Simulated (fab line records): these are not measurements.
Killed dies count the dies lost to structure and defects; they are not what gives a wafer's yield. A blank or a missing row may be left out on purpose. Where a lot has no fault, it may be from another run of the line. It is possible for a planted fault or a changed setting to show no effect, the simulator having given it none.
Matching of chambers || flow n5Finfet || 4 sister chambers for N5_STI_FIN_REVEAL_ALD_14 on aldSin-03
The step deposits Si3N4, target thk 3 nm. 4 wafers are shown with their chamber, then 7 later ones without.

WAFERS PAIRED WITH THEIR CHAMBERS
{"wafer": "L086.2", "chamber": 0, "heaterPowerW (W)": 804}
{"wafer": "L086.3", "chamber": 2, "heaterPowerW (W)": 979}
{"wafer": "L093.1", "chamber": 1, "heaterPowerW (W)": 936}
{"wafer": "L093.2", "chamber": 3, "heaterPowerW (W)": 875}

WAFERS WITHOUT THEIR CHAMBER
{"wafer": "L093.3", "heaterPowerW (W)": 951}
{"wafer": "L093.4", "heaterPowerW (W)": 788}
{"wafer": "L093.5", "heaterPowerW (W)": 956}
{"wafer": "L093.6", "heaterPowerW (W)": 875}
{"wafer": "L096.3", "heaterPowerW (W)": 952}
{"wafer": "L096.4", "heaterPowerW (W)": 878}
{"wafer": "L096.5", "heaterPowerW (W)": 946}

WHICH CHAMBER EACH WENT THROUGH
{"wafer": "L093.3", "from the rows above": "can't be placed: 1 or 2", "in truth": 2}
{"wafer": "L093.4", "from the rows above": 0, "in truth": 0}
{"wafer": "L093.5", "from the rows above": "can't be placed: 1 or 2", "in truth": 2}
{"wafer": "L093.6", "from the rows above": 3, "in truth": 3}
{"wafer": "L096.3", "from the rows above": "can't be placed: 1 or 2", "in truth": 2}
{"wafer": "L096.4", "from the rows above": 3, "in truth": 3}
{"wafer": "L096.5", "from the rows above": "can't be placed: 1 or 2", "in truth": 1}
Correct placement for 3 of the 7. Cannot be placed on the basis of these rows: 4; the candidates contain the true chamber in 4. 0 placed wrongly.
How it was worked out, from the rows above alone: a wafer's distance from a chamber is the root of the sum, over the readings, of the square of ((its reading less the chamber's mean) divided by the reading's scatter). If the next closest chamber is less than 2 further off than the closest, the wafer can't be placed; otherwise it belongs to the closest. For every chamber, the mean is computed from those of its wafers that are shown. The scatter (one wafer shown for each chamber): square how far every hidden wafer sits from the nearest shown wafer, average those squares and take the square root.
